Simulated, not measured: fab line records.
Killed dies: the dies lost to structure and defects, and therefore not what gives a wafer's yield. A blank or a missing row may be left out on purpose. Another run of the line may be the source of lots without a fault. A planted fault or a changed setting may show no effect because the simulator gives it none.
fab line records + flow n5_finfet
record
- lots=7
- wafers=21
route steps=1938 shown BEOL_M15@1797 MIM_BOT_ETCH@1867
start_h: hours from the record's opening day to when the first of the lot's shown wafers began + wait_h: time in hours since the lot's previous step + " same as the row above + L1.1+2: a single row standing in for several wafers + - no value present, or no start provided + * or withheld: withheld + < > ~ a bound
route shown NAME@n: names a module that has steps shown in the file, with the first one's number in the route + usual: mean/standard deviation taken from wafers without a fault + same: alike in all rows + chamber/n: place in a boat + sites: the reading at each site + _std_site: the standard deviation of these + _edge_site: inner sites' mean taken away from outer sites' mean + radius_mm: for every site, how far away it sits from the centre of the wafer + mask NAME#n: copy n + behind: tool/chamber where the wafer was last shaped + hold: what put the lot on hold/how long, in hours/how the hold closed + device: the transistor (n, p or np) that didn't switch + end of line: the tests these same wafers got at the end of their route + a step given without rows: its recipe and nothing more + killed: at the first sort, the dies lost to defects and structure; wafer yield is something else + map: a wafer's dies, marking killed ones x, the rest . and places with no die _
set.NAME: the setting that was run; set.NAME@STEP: the one run at that earlier step + model.NAME: the simulator's own value behind a step, which no gauge read
one table per step and one row per wafer, for lots whose settings were changed on purpose
## steps
# step N5_BEOL_M15_COAT_22
# recipe
- spin_rpm=1704
- resist_thk_nm=800
| lot.wafer | tool           | chamber | start_h | wait_h | set.spin_rpm | model.coat_of_BEOL_M15_COAT_22.thk_nm |
|-----------|----------------|---------|---------|--------|--------------|---------------------------------------|
| L075.3    | litho_track-03 | 0       | -       | -      | 1631         | 818                                   |
| L075.4    | "              | 0       | "       | "      | 1631         | 817.2                                 |
| L075.5    | "              | 0       | "       | "      | 1704         | 799.6                                 |
| L077.2    | litho_track-03 | 0       | -       | -      | 1891         | 762.2                                 |
| L077.3+4  | "              | 0       | "       | "      | 1704         | 801                                   |
| L081.2    | litho_track-01 | 0       | -       | -      | 1704         | 800.4                                 |
| L081.5    | "              | 0       | "       | "      | 1704         | 799.4                                 |
| L081.6    | "              | 0       | "       | "      | 1566         | 833.6                                 |
| L080.1    | litho_track-01 | 0       | -       | -      | 1704         | 799.4                                 |
| L080.3    | "              | 0       | "       | "      | 1704         | 800.6                                 |
| L080.5    | "              | 0       | "       | "      | 1704         | 800.8                                 |
| L085.2    | litho_track-01 | 0       | -       | -      | 1704         | 800                                   |
| L085.4    | "              | 0       | "       | "      | 1753         | 788.2                                 |
| L085.6    | "              | 0       | "       | "      | 1704         | 801                                   |
| L088.1    | litho_track-01 | 0       | -       | -      | 1704         | 797.2                                 |
| L088.5    | "              | 0       | "       | "      | 1704         | 799                                   |
| L088.6    | "              | 0       | "       | "      | 1823         | 772.2                                 |
| L095.1    | litho_track-02 | 0       | -       | -      | 1704         | 797.8                                 |
| L095.3    | "              | 0       | "       | "      | 1704         | 797.4                                 |
| L095.6    | "              | 0       | "       | "      | 1704         | 798.6                                 |
# step N5_BEOL_M15_ETCH_61
# recipe
- chemistry=N2/H2
- target=BARC
- target_depth_a=890
- overetch_a=267
- time_s=67.9
- ion_energy_ev=200
- pressure_mtorr=30
- source_w=840
- bias_w=150
- n2_flow_sccm=200
- h2_flow_sccm=200
| lot.wafer | tool        | chamber | start_h | wait_h | set.time_s | set.spin_rpm@BEOL_M15_COAT_22 | model.coat_of_BEOL_M15_COAT_22.thk_nm |
|-----------|-------------|---------|---------|--------|------------|-------------------------------|---------------------------------------|
| L075.3    | rie_diel-06 | 0       | 251.62  | 0.0    | 63.08      | 1631                          | 739.6                                 |
| L075.4    | "           | 0       | "       | "      | 63.08      | 1631                          | 738.4                                 |
| L075.5    | "           | 3       | "       | "      | 63.08      | 1704                          | 720.6                                 |
| L077.2    | rie_diel-06 | 3       | 265.46  | 0.0    | 61.3       | 1891                          | 685                                   |
| L077.3    | "           | 1       | "       | "      | 67.9       | 1704                          | 716.6                                 |
| L077.4    | "           | 0       | "       | "      | 61.3       | 1704                          | 724.2                                 |
| L081.2    | rie_diel-01 | 3       | 295.85  | 0.0    | 67.9       | 1704                          | 717.6                                 |
| L081.5    | "           | 2       | "       | "      | 67.9       | 1704                          | 718.4                                 |
| L081.6    | "           | 0       | "       | "      | 67.9       | 1566                          | 751.4                                 |
| L080.1    | rie_diel-06 | 3       | 306.43  | 0.0    | 67.9       | 1704                          | 717                                   |
| L080.3    | "           | 0       | "       | "      | 67.9       | 1704                          | 718.6                                 |
| L080.5    | "           | 2       | "       | "      | 67.9       | 1704                          | 717.6                                 |
| L085.2    | rie_diel-06 | 0       | 314.46  | 0.0    | 67.9       | 1704                          | 718                                   |
| L085.4    | "           | 2       | "       | "      | 67.9       | 1753                          | 705                                   |
| L085.6    | "           | 0       | "       | "      | 67.9       | 1704                          | 718.6                                 |
| L088.1    | rie_diel-06 | 1       | 330.71  | 0.0    | 78.68      | 1704                          | 702.8                                 |
| L088.5    | "           | 2       | "       | "      | 67.9       | 1704                          | 715.8                                 |
| L088.6    | "           | 3       | "       | "      | 67.9       | 1823                          | 689.4                                 |
| L095.1    | rie_diel-01 | 1       | 377.55  | 0.0    | 67.9       | 1704                          | 714.4                                 |
| L095.3    | "           | 0       | "       | "      | 60.02      | 1704                          | 722.8                                 |
| L095.6    | "           | 2       | "       | "      | 67.9       | 1704                          | 718                                   |
# step N5_BEOL_M15_TRENCH_ETCH_34
# recipe
- chemistry=C4F8/O2/Ar
- target=SiO2
- target_depth_a=8729.3
- he_inner_torr=15
- he_outer_torr=30
- time_s=199
- ion_energy_ev=800
- pressure_mtorr=20
- source_w=1905
- bias_w=2040
- Ar_flow_sccm=400
- C4F8_flow_sccm=16
- O2_flow_sccm=12
| lot.wafer | tool        | chamber | start_h | wait_h | set.time_s | set.spin_rpm@BEOL_M15_COAT_22 | model.etch.depth_nm | model.coat_of_BEOL_M15_COAT_22.thk_nm |
|-----------|-------------|---------|---------|--------|------------|-------------------------------|---------------------|---------------------------------------|
| L075.3    | rie_diel-06 | 0       | 251.67  | 0.0    | 179.8      | 1631                          | 796.4               | 579.8                                 |
| L075.4    | "           | 0       | "       | "      | 199        | 1631                          | 878.9               | 562.2                                 |
| L075.5    | "           | 3       | "       | "      | 179.8      | 1704                          | 806.2               | 560.2                                 |
| L077.2    | rie_diel-06 | 3       | 265.51  | 0.0    | 199        | 1891                          | 877.7               | 510.2                                 |
| L077.3    | "           | 1       | "       | "      | 199        | 1704                          | 880.5               | 540.4                                 |
| L077.4    | "           | 0       | "       | "      | 199        | 1704                          | 875.4               | 548.6                                 |
| L081.2    | rie_diel-01 | 3       | 295.90  | 0.0    | 180.1      | 1704                          | 789                 | 560.2                                 |
| L081.5    | "           | 2       | "       | "      | 199        | 1704                          | 867.5               | 545.8                                 |
| L081.6    | "           | 0       | "       | "      | 180.1      | 1566                          | 783                 | 594.6                                 |
| L080.1    | rie_diel-06 | 3       | 306.48  | 0.0    | 199        | 1704                          | 869.2               | 544                                   |
| L080.3    | "           | 0       | "       | "      | 199        | 1704                          | 871.6               | 543.6                                 |
| L080.5    | "           | 2       | "       | "      | 199        | 1704                          | 882.7               | 541.4                                 |
| L085.2    | rie_diel-06 | 0       | 314.51  | 0.0    | 199        | 1704                          | 876.5               | 542.2                                 |
| L085.4    | "           | 2       | "       | "      | 232.9      | 1753                          | 1047                | 496                                   |
| L085.6    | "           | 0       | "       | "      | 232.9      | 1704                          | 1032                | 511.4                                 |
| L088.1    | rie_diel-06 | 1       | 330.76  | 0.0    | 199        | 1704                          | 877.2               | 527.2                                 |
| L088.5    | "           | 2       | "       | "      | 159.8      | 1704                          | 708.5               | 574.4                                 |
| L088.6    | "           | 3       | "       | "      | 199        | 1823                          | 875.2               | 515.2                                 |
| L095.1    | rie_diel-01 | 1       | 377.60  | 0.0    | 234.4      | 1704                          | 1034                | 508                                   |
| L095.3    | "           | 0       | "       | "      | 234.4      | 1704                          | 1010                | 520.6                                 |
| L095.6    | "           | 2       | "       | "      | 199        | 1704                          | 843.9               | 550.2                                 |
# step N5_BEOL_M15_STRIP_36
# recipe
- chemistry=O2
- power_w=600
- temp_c=60
- pressure_mtorr=30
- rf_frequency_hz=6e+07
- bias_power_w=0
- overash_fraction=0.3
- o2_flow_sccm=225
# step N5_BEOL_M15_ECD_47
# recipe
- material=Cu
- target_thk_a=18600
# step N5_BEOL_M15_ANNEAL_48
# recipe
- temp_c=225
- time_s=90
- ambient=N2
# step N5_BEOL_M15_CMP_49
# recipe
- stop_on=SiO2
- t_overpolish_s=4.9
- down_force_psi=2
- platen_rpm=80
- clearing_platen_down_force_psi=2
- clearing_platen_rpm=80
- post_cmp_clean=cu_alkaline
- target_thk_nm=850
- clearing_platen_pad_velocity_m_s=1.5917
- pad_velocity_m_s=1.5917
| lot.wafer | tool   | chamber | start_h | wait_h | set.time_s@BEOL_M15_TRENCH_ETCH_34 | model.Cu_of_BEOL_M15_ECD_47.thk_nm |
|-----------|--------|---------|---------|--------|------------------------------------|------------------------------------|
| L075.3    | cmp-04 | 1       | 256.17  | 0.2    | 179.8                              | 772.4                              |
| L075.4    | "      | 2       | "       | "      | 199                                | 856.6                              |
| L075.5    | "      | 0       | "       | "      | 179.8                              | 782.2                              |
| L077.3    | cmp-01 | 2       | 268.40  | 0.2    | 199                                | 857.6                              |
| L077.4    | "      | 0       | "       | "      | 199                                | 852.4                              |
| L077.2    | "      | 1       | "       | "      | 199                                | 855.2                              |
| L081.2    | cmp-04 | 0       | 299.64  | 0.2    | 180.1                              | 766                                |
| L081.6    | "      | 0       | "       | "      | 180.1                              | 760                                |
| L081.5    | "      | 1       | "       | "      | 199                                | 845                                |
| L080.3    | cmp-04 | 0       | 311.14  | 0.2    | 199                                | 848.2                              |
| L080.1    | "      | 3       | "       | "      | 199                                | 845.8                              |
| L080.5    | "      | 0       | "       | "      | 199                                | 859.4                              |
| L085.2    | cmp-01 | 3       | 319.19  | 0.2    | 199                                | 852.6                              |
| L085.4    | "      | 0       | "       | "      | 232.9                              | 1022                               |
| L085.6    | "      | 3       | "       | "      | 232.9                              | 1009                               |
| L088.1    | cmp-04 | 1       | 333.71  | 0.4    | 199                                | 854.2                              |
| L088.5    | "      | 2       | "       | "      | 159.8                              | 685.4                              |
| L088.6    | "      | 3       | "       | "      | 199                                | 852.2                              |
| L095.1    | cmp-01 | 2       | 380.27  | 0.3    | 234.4                              | 1010                               |
| L095.3    | "      | 0       | "       | "      | 234.4                              | 986.8                              |
| L095.6    | "      | 2       | "       | "      | 199                                | 820.8                              |
# step N5_BEOL_M15_THK_MEAS_50
# recipe
- thk_meas_gauge=xrf
- reads=Cu_of_BEOL_M15_ECD_47
# usual
- M15_THK=850/11
| lot.wafer | tool          | chamber | start_h | wait_h | set.time_s@BEOL_M15_TRENCH_ETCH_34 | M15_THK[nm] |
|-----------|---------------|---------|---------|--------|------------------------------------|-------------|
| L075.3    | film_metro-01 | -       | 256.43  | -      | 179.8                              | 758         |
| L075.4    | "             | -       | "       | "      | 199                                | 843         |
| L075.5    | "             | -       | "       | "      | 179.8                              | 770         |
| L077.2    | film_metro-02 | -       | 268.69  | -      | 199                                | 862         |
| L077.3    | "             | -       | "       | "      | 199                                | 862         |
| L077.4    | "             | -       | "       | "      | 199                                | 860         |
| L081.2    | film_metro-02 | -       | 299.94  | -      | 180.1                              | 775         |
| L081.5    | "             | -       | "       | "      | 199                                | 850         |
| L081.6    | "             | -       | "       | "      | 180.1                              | 764         |
| L080.1    | film_metro-01 | -       | 311.43  | -      | 199                                | 844         |
| L080.3    | "             | -       | "       | "      | 199                                | 846         |
| L080.5    | "             | -       | "       | "      | 199                                | 858         |
| L085.2    | film_metro-01 | -       | 319.45  | -      | 199                                | 852         |
| L085.4    | "             | -       | "       | "      | 232.9                              | 1015        |
| L085.6    | "             | -       | "       | "      | 232.9                              | 1004        |
| L088.1    | film_metro-01 | -       | 333.90  | -      | 199                                | 852         |
| L088.5    | "             | -       | "       | "      | 159.8                              | 681         |
| L088.6    | "             | -       | "       | "      | 199                                | 847         |
| L095.1    | film_metro-02 | -       | 380.56  | -      | 234.4                              | 1012        |
| L095.3    | "             | -       | "       | "      | 234.4                              | 987         |
| L095.6    | "             | -       | "       | "      | 199                                | 818         |
# step N5_BEOL_M15_PRE_CLEAN_52
# recipe
- gas=NH3
- time_s=15
- temp_c=withheld
- rf_power_w=300
# step N5_BEOL_M15_DEP_53
# recipe
- material=SiCN
- target_thk_a=500
- temp_c=withheld
- precursor=3MS/NH3
- pressure_torr=3
- rf_w=675
- time_s=17.8
# step N5_BEOL_M15_RS_MEAS_54
# recipe
- thk_meas_gauge=four-point-probe
- reads=Cu_of_BEOL_M15_ECD_47+Ta_of_BEOL_M15_SPUTTER_44+TaN_of_BEOL_M15_SPUTTER_43
# usual
- M15_RS=0.02158/0.00028
| lot.wafer | tool          | chamber | start_h | wait_h | set.time_s@BEOL_M15_TRENCH_ETCH_34 | M15_RS[ohm/sq] |
|-----------|---------------|---------|---------|--------|------------------------------------|----------------|
| L075.3    | film_metro-02 | -       | 256.56  | 0.1    | 179.8                              | 0.02376        |
| L075.4    | "             | -       | "       | "      | 199                                | 0.02144        |
| L075.5    | "             | -       | "       | "      | 179.8                              | 0.02348        |
| L077.2    | film_metro-01 | -       | 268.82  | 0.1    | 199                                | 0.02148        |
| L077.3    | "             | -       | "       | "      | 199                                | 0.02142        |
| L077.4    | "             | -       | "       | "      | 199                                | 0.0215         |
| L081.2    | film_metro-01 | -       | 300.07  | 0.1    | 180.1                              | 0.02397        |
| L081.5    | "             | -       | "       | "      | 199                                | 0.02172        |
| L081.6    | "             | -       | "       | "      | 180.1                              | 0.02416        |
| L080.1    | film_metro-02 | -       | 311.56  | 0.0    | 199                                | 0.02167        |
| L080.3    | "             | -       | "       | "      | 199                                | 0.02159        |
| L080.5    | "             | -       | "       | "      | 199                                | 0.02132        |
| L085.2    | film_metro-01 | -       | 319.58  | 0.1    | 199                                | 0.02153        |
| L085.4    | "             | -       | "       | "      | 232.9                              | 0.01792        |
| L085.6    | "             | -       | "       | "      | 232.9                              | 0.01816        |
| L088.1    | film_metro-01 | -       | 334.03  | 0.0    | 199                                | 0.02151        |
| L088.5    | "             | -       | "       | "      | 159.8                              | 0.02683        |
| L088.6    | "             | -       | "       | "      | 199                                | 0.02152        |
| L095.1    | film_metro-02 | -       | 380.69  | 0.0    | 234.4                              | 0.01809        |
| L095.3    | "             | -       | "       | "      | 234.4                              | 0.01853        |
| L095.6    | "             | -       | "       | "      | 199                                | 0.0224         |
# step N5_MIM_BOT_ETCH_ETCH_03
# recipe
- chemistry=Cl2/BCl3
- target_depth_a=120
- pressure_mtorr=8
- icp_w=800
- bias_w=100
- Cl2_flow_sccm=20
- bcl3_flow_sccm=80
| lot.wafer | tool         | chamber | start_h | wait_h | set.icp_w | model.etch.depth_nm | model.MIM_BOT_ETCH.cd_offset_nm |
|-----------|--------------|---------|---------|--------|-----------|---------------------|---------------------------------|
| L075.3    | rie_metal-01 | 0       | 262.49  | 0.1    | 800       | 12.03               | 0                               |
| L075.4    | "            | 1       | "       | "      | 707.8     | 10.85               | 0.8                             |
| L075.5    | "            | 1       | "       | "      | 800       | 12.16               | 0.2                             |
| L077.2    | rie_metal-03 | 1       | 273.74  | 0.1    | 712.6     | 11.21               | 0.4                             |
| L077.3    | "            | 1       | "       | "      | 712.6     | 11.24               | 0                               |
| L077.4    | "            | 1       | "       | "      | 800       | 12.41               | -0.2                            |
| L081.2    | rie_metal-02 | 1       | 304.17  | 0.1    | 937.9     | 14.03               | -0.8                            |
| L081.5    | "            | 0       | "       | "      | 937.9     | 13.68               | -0.6                            |
| L081.6    | "            | 1       | "       | "      | 800       | 12.29               | 0.4                             |
| L080.1    | rie_metal-03 | 0       | 317.27  | 0.1    | 800       | 12.17               | -0.4                            |
| L080.3    | "            | 0       | "       | "      | 800       | 12.11               | -0.2                            |
| L080.5    | "            | 1       | "       | "      | 800       | 12.34               | 0                               |
| L085.2    | rie_metal-03 | 0       | 324.39  | 0.1    | 800       | 12.12               | 0.2                             |
| L085.4    | "            | 0       | "       | "      | 683.8     | 10.47               | 0.6                             |
| L085.6    | "            | 1       | "       | "      | 800       | 12.33               | 0.2                             |
| L088.1    | rie_metal-03 | 0       | 339.27  | 0.1    | 897.4     | 13.35               | -0.8                            |
| L088.5    | "            | 1       | "       | "      | 800       | 12.32               | 0                               |
| L088.6    | "            | 0       | "       | "      | 800       | 11.96               | 0                               |
| L095.1    | rie_metal-01 | 0       | 386.71  | 0.1    | 837.2     | 12.64               | -0.4                            |
| L095.3    | "            | 1       | "       | "      | 837.2     | 12.6                | -0.6                            |
| L095.6    | "            | 1       | "       | "      | 800       | 12.11               | -0.6                            |
# step N5_MIM_BOT_ETCH_ETCH_00
# recipe
- chemistry=Cl2/BCl3
- target=TiN
- target_depth_a=455
- ion_energy_ev=150
- pressure_mtorr=10
- icp_w=1000
- bias_w=126
- Cl2_flow_sccm=53.25
- bcl3_flow_sccm=21.75
- Ar_flow_sccm=25
| lot.wafer | tool         | chamber | start_h | wait_h | set.icp_w | model.etch.depth_nm |
|-----------|--------------|---------|---------|--------|-----------|---------------------|
| L075.3    | rie_metal-01 | 0       | 262.59  | 0.1    | 840.7     | 39.35               |
| L075.4    | "            | 1       | "       | "      | 1000      | 46.63               |
| L075.5    | "            | 1       | "       | "      | 1000      | 46.1                |
| L077.2    | rie_metal-03 | 1       | 273.93  | 0.2    | 854.6     | 40.98               |
| L077.3    | "            | 1       | "       | "      | 1000      | 46.81               |
| L077.4    | "            | 1       | "       | "      | 854.6     | 40.85               |
| L081.2    | rie_metal-02 | 1       | 304.26  | 0.1    | 1000      | 45.71               |
| L081.5    | "            | 0       | "       | "      | 1000      | 45                  |
| L081.6    | "            | 1       | "       | "      | 879.5     | 40.95               |
| L080.1    | rie_metal-03 | 0       | 317.36  | 0.1    | 1000      | 45.57               |
| L080.3    | "            | 0       | "       | "      | 1000      | 45.72               |
| L080.5    | "            | 1       | "       | "      | 1000      | 46.77               |
| L085.2    | rie_metal-03 | 0       | 324.48  | 0.1    | 1000      | 44.88               |
| L085.4    | "            | 0       | "       | "      | 1000      | 45.62               |
| L085.6    | "            | 1       | "       | "      | 1000      | 46.31               |
| L088.1    | rie_metal-03 | 0       | 339.36  | 0.1    | 850.4     | 40.18               |
| L088.5    | "            | 1       | "       | "      | 850.4     | 40.93               |
| L088.6    | "            | 0       | "       | "      | 850.4     | 40.27               |
| L095.1    | rie_metal-01 | 0       | 386.83  | 0.1    | 1049      | 47.64               |
| L095.3    | "            | 1       | "       | "      | 1049      | 48.05               |
| L095.6    | "            | 1       | "       | "      | 1000      | 46.17               |
## key
split
- step=N5_BEOL_M15_COAT_22
- setting=spin_rpm
- stated=1704
- by=wafer
response
- step=N5_BEOL_M15_COAT_22
- reading=model.coat_of_BEOL_M15_COAT_22.thk_nm
- change=-3.8
- per=1%
- r=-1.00
response
- step=N5_BEOL_M15_ETCH_61
- reading=model.coat_of_BEOL_M15_COAT_22.thk_nm
- change=-3.5
- per=1%
- r=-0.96
response
- step=N5_BEOL_M15_TRENCH_ETCH_34
- reading=model.coat_of_BEOL_M15_COAT_22.thk_nm
- slope=-3.35
- per=1%
- together_with=time_s@BEOL_M15_TRENCH_ETCH_34
- explained=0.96
split
- step=N5_BEOL_M15_ETCH_61
- setting=time_s
- stated=67.9
- by=wafer
response none clear
split
- step=N5_BEOL_M15_TRENCH_ETCH_34
- setting=time_s
- stated=199
- by=wafer
response
- step=N5_BEOL_M15_TRENCH_ETCH_34
- reading=model.etch.depth_nm
- change=+9.14
- per=1%
- r=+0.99
response
- step=N5_BEOL_M15_CMP_49
- reading=model.Cu_of_BEOL_M15_ECD_47.thk_nm
- change=+9.16
- per=1%
- r=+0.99
response
- step=N5_BEOL_M15_THK_MEAS_50
- reading=M15_THK
- change=+9.13
- per=1%
- r=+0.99
response
- step=N5_BEOL_M15_RS_MEAS_54
- reading=M15_RS
- change=-0.000238
- per=1%
- r=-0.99
response
- step=N5_BEOL_M15_TRENCH_ETCH_34
- reading=model.coat_of_BEOL_M15_COAT_22.thk_nm
- slope=-1.99
- per=1%
- together_with=spin_rpm@BEOL_M15_COAT_22
- explained=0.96
split
- step=N5_MIM_BOT_ETCH_ETCH_03
- setting=icp_w
- stated=800
- by=wafer
response
- step=N5_MIM_BOT_ETCH_ETCH_03
- reading=model.etch.depth_nm
- change=+0.104
- per=1%
- r=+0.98
response
- step=N5_MIM_BOT_ETCH_ETCH_03
- reading=model.MIM_BOT_ETCH.cd_offset_nm
- change=-0.05
- per=1%
- r=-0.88
split
- step=N5_MIM_BOT_ETCH_ETCH_00
- setting=icp_w
- stated=1000
- by=wafer
response
- step=N5_MIM_BOT_ETCH_ETCH_00
- reading=model.etch.depth_nm
- change=+0.408
- per=1%
- r=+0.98
